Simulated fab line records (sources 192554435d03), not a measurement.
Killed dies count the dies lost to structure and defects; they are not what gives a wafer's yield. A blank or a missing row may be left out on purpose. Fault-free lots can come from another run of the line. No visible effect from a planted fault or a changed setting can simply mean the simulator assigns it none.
A struck lot beside a sound one    flow n5Finfet    18 steps out of a route of 1938
Sound: these wafers, L636.2, L636.4, L636.5. Struck: wafers L645.3, L645.6 (left out: L645.1, a lot-mate that was not struck); the cause follows at the end.
For every step that has rows: the tool of each side, followed by ch and its chambers, followed by its first start. Under that, the readings that differ: sound wafers    struck wafers    difference of the means    sigmas: that difference in standard deviations of wafers without a fault.
alike: same words and numbers on both sides, and readings whose means sit less than 2 such deviations apart. not compared: any withheld reading, any reading some wafer has no value for, any bound like >300 that may hide the same value, and any number with overlapping values for which the record gives no deviation.
The two part at a step that has a row with sigmas, a row that says differs or no value, or rows on one side only. Numbers that don't overlap but have no deviation are shown without sigmas and don't part them. A reading that every wafer of one side lacks parts them only if that side has two wafers or more.

first, 7 steps without rows for these wafers: N5_BEOL_M11_COAT_60 (time 60 s, resist thk 30 nm); N5_BEOL_M11_COAT_05 (resist thk 90 nm); N5_BEOL_M11_EBR_07; N5_BEOL_M11_SOFTBAKE_06 (time 60 s); N5_BEOL_M11_EXPOSE_08 (exposes mask M11); N5_BEOL_M11_PEB_09 (peb time 60 s); N5_BEOL_M11_DEVELOP_10 (develop time 30 s).
N5_BEOL_M11_CD_MEAS_11 targets a cd of 64.1 nm.
  sound on cdSem-03 ch 0, day 13 01:46; struck on cdSem-03 ch 0, day 16 07:37
  alike: cdNm
N5_BEOL_M11_OVL_MEAS_12:
  sound on overlay-01 ch 0, day 13 01:47; struck on overlay-01 ch 0, day 16 07:38
  alike: M11_OVL
N5_BEOL_M11_INSPECT_13: inspects for defects (brightfield).
  sound on defectInspect-02, day 13 01:49; struck on defectInspect-01, day 16 07:40
  alike: rawDefectCount
N5_BEOL_M11_DESCUM_16: chemistry O2, time 7.9 s.
  sound on rieDiel-03 ch 0,1,2, day 13 01:50; struck on rieDiel-02 ch 0, day 16 08:00
  alike: drypumpMotorCurrentA, oesProductAu, rfFwdPowerW, rfVppV, showerheadPlenumPTorr, tempC, throttleValvePct
  not compared: rfHoursCounterH
N5_BEOL_M11_ETCH_61: etches SiARC in CF4, target depth 39 nm, time 65 s.
  sound on rieDiel-03 ch 0,1,2, day 13 01:53; struck on rieDiel-02 ch 0, day 16 08:02
  alike: cf4FlowSccm, drypumpMotorCurrentA, etchRfOnTimeS, oesProductAu, rfFwdPowerW, rfVppV, showerheadPlenumPTorr, throttleValvePct
  not compared: rfHoursCounterH
N5_BEOL_M11_ETCH_62: etches SOC in N2/H2, target depth 110 nm, overetch 22 nm, time 165 s.
  sound on rieDiel-03 ch 0,1,2, day 13 01:56; struck on rieDiel-02 ch 0, day 16 08:05
  alike: drypumpMotorCurrentA, oesProductAu, rfFwdPowerW, rfVppV, showerheadPlenumPTorr, tempC, throttleValvePct
  not compared: rfHoursCounterH, model.SiARC_of_BEOL_M11_COAT_60.thkNm
then, 1 step without rows for these wafers: N5_BEOL_M11_STRIP_68 (strips in N2/H2).
N5_BEOL_M11_STRIP_67: strips in CF4.
  sound on rieDiel-03 ch 0,1,2, day 13 02:05; struck on rieDiel-02 ch 0, day 16 08:14
  alike: cf4FlowSccm, drypumpMotorCurrentA, oesProductAu, rfVppV, showerheadPlenumPTorr, throttleValvePct
  not compared: rfHoursCounterH
N5_BEOL_M11_HM_OPEN_17: chemistry Cl2/BCl3, target TiN, target depth 20 nm, overetch 6 nm.
  sound on rieMetal-02 ch 0, day 13 02:07; struck on rieMetal-01 ch 1, day 16 08:16
reading                  sound              struck       difference  sigmas
oes_ar_750_au (a.u.)     0.70 0.70 0.70     0.87 0.87    +0.17       +2
throttleValvePct (%)     22.62 22.65 22.65  21.90 21.89  -0.75       -3
model.etch.depthNm (nm)  20.33 20.24 20     16.07 15.84  -4.23       
  alike: drypumpMotorCurrentA, oesProductAu, rfFwdPowerW
  not compared: rfHoursCounterH
N5_BEOL_M11_STRIP_19: strips in O2.
  sound on rieDiel-06 ch 0,3, day 13 02:14; struck on rieDiel-06 ch 1,2, day 16 08:31
  alike: drypumpMotorCurrentA, oesProductAu, rfVppV, showerheadPlenumPTorr, tempC, throttleValvePct
  not compared: rfHoursCounterH
-- here the record skips 2 days between the struck wafers' starts before and after, leaving off in module BEOL_M11 and picking up in module PASSIVATION (first step shown: number 1936 of the route) --
N5_PASSIVATION_PROBE_49:
  sound on prober-01, day 14 23:33; struck on prober-02, day 18 11:35
  alike: defectLimitedYield, killed_at_M0_to_M3, killed_at_M4_up, killedAtContacts, killedAtFrontEnd, killedAtOther, killedDies, killedOpen, killedShort, sort_bin_5_function, sort_bin_6_memory, sort_bin_8_speed, sortNPass, sortYieldPct

== WHERE THEY PART ==
N5_BEOL_M11_HM_OPEN_17 only, going by this record. Later steps at which nothing parts them and some readings are alike: N5_BEOL_M11_STRIP_19, N5_PASSIVATION_PROBE_49.

WHY: what the simulator had put in
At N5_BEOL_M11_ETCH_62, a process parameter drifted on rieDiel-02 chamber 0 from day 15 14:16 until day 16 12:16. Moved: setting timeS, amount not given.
